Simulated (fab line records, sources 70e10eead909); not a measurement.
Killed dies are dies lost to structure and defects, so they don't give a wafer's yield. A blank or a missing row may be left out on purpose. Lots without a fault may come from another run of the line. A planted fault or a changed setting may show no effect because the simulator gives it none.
Chamber matching | flow nand_harc | NHARC_A_STAIRCASE_DESCUM_252 on rie_diel-12: 4 sister chambers
The step chemistry O2, time 3 s. 20 wafers are shown with their chamber, then 10 later ones without.

WAFERS WITH THEIR CHAMBER
wafer  | chamber | drypump_motor_current_A (A) | showerhead_plenum_p_Torr (Torr) | rf_vpp_V (V)
L074.3 | 2       | 5.4                         | 1.98                            | 58.6
L074.5 | 0       | 5.0                         | 1.87                            | 57.9
L074.6 | 1       | 5.5                         | 1.96                            | 58.5
L075.2 | 3       | 6.1                         | 1.86                            | 56.6
L075.5 | 3       | 6.1                         | 1.86                            | 57.2
L075.6 | 2       | 5.4                         | 1.98                            | 57.8
L078.1 | 1       | 5.5                         | 1.96                            | 57.1
L078.4 | 0       | 5.0                         | 1.86                            | 56.0
L078.6 | 0       | 5.0                         | 1.86                            | 55.2
L079.1 | 2       | 5.5                         | 1.97                            | 57.5
L079.3 | 1       | 5.5                         | 1.96                            | 60.5
L079.5 | 3       | 6.1                         | 1.86                            | 58.2
L081.1 | 2       | 5.5                         | 1.97                            | 56.9
L081.3 | 1       | 5.5                         | 1.95                            | 57.8
L081.6 | 2       | 5.5                         | 1.97                            | 58.4
L084.1 | 2       | 5.4                         | 1.97                            | 56.9
L084.2 | 3       | 6.1                         | 1.85                            | 57.5
L084.4 | 1       | 5.5                         | 1.95                            | 57.7
L087.1 | 1       | 5.5                         | 1.95                            | 58.5
L087.2 | 2       | 5.4                         | 1.96                            | 58.3

SIGNATURES (means of the wafers above)
reading                  | chamber 0 | chamber 1 | chamber 2 | chamber 3 | scatter within a chamber
drypump_motor_current_A  | 5.000     | 5.500     | 5.443     | 6.100     | 0.0327
showerhead_plenum_p_Torr | 1.8633    | 1.9550    | 1.9714    | 1.8575    | 0.00601
rf_vpp_V                 | 56.367    | 58.350    | 57.771    | 57.375    | 0.971
Rule: a wafer's distance from a chamber is the root of the sum, over the readings, of the square of ((its reading less the chamber's mean) divided by the reading's scatter). The wafer belongs to the nearest chamber; if the next one is less than 2 further off, it can't be placed. The scatter: the root of (the sum of the squares of (reading less its chamber's mean) over the shown wafers, divided by (wafers less chambers)).

WAFERS WITHOUT THEIR CHAMBER
wafer  | drypump_motor_current_A (A) | showerhead_plenum_p_Torr (Torr) | rf_vpp_V (V)
L087.3 | 6.1                         | 1.85                            | 58.7
L092.1 | 5.4                         | 1.96                            | 58.6
L092.4 | 5.0                         | 1.85                            | 57.3
L092.6 | 5.5                         | 1.94                            | 59.0
L095.1 | 5.5                         | 1.94                            | 56.7
L095.4 | 5.0                         | 1.85                            | 57.0
L095.5 | 5.4                         | 1.96                            | 57.4
L097.3 | 6.1                         | 1.84                            | 57.1
L097.4 | 5.0                         | 1.84                            | 57.7
L097.6 | 5.0                         | 1.84                            | 58.2

WHICH CHAMBER EACH WENT THROUGH
wafer  | from the rows above     | in truth
L087.3 | 3                       | 3
L092.1 | can't be placed: 2 or 1 | 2
L092.4 | 0                       | 0
L092.6 | 1                       | 1
L095.1 | 1                       | 1
L095.4 | 0                       | 0
L095.5 | can't be placed: 2 or 1 | 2
L097.3 | 3                       | 3
L097.4 | 0                       | 0
L097.6 | 0                       | 0
Placed correctly: 8 of 10. Can't be placed from these rows: 2 (the true chamber is among the candidates in 2). Placed wrongly: 0.
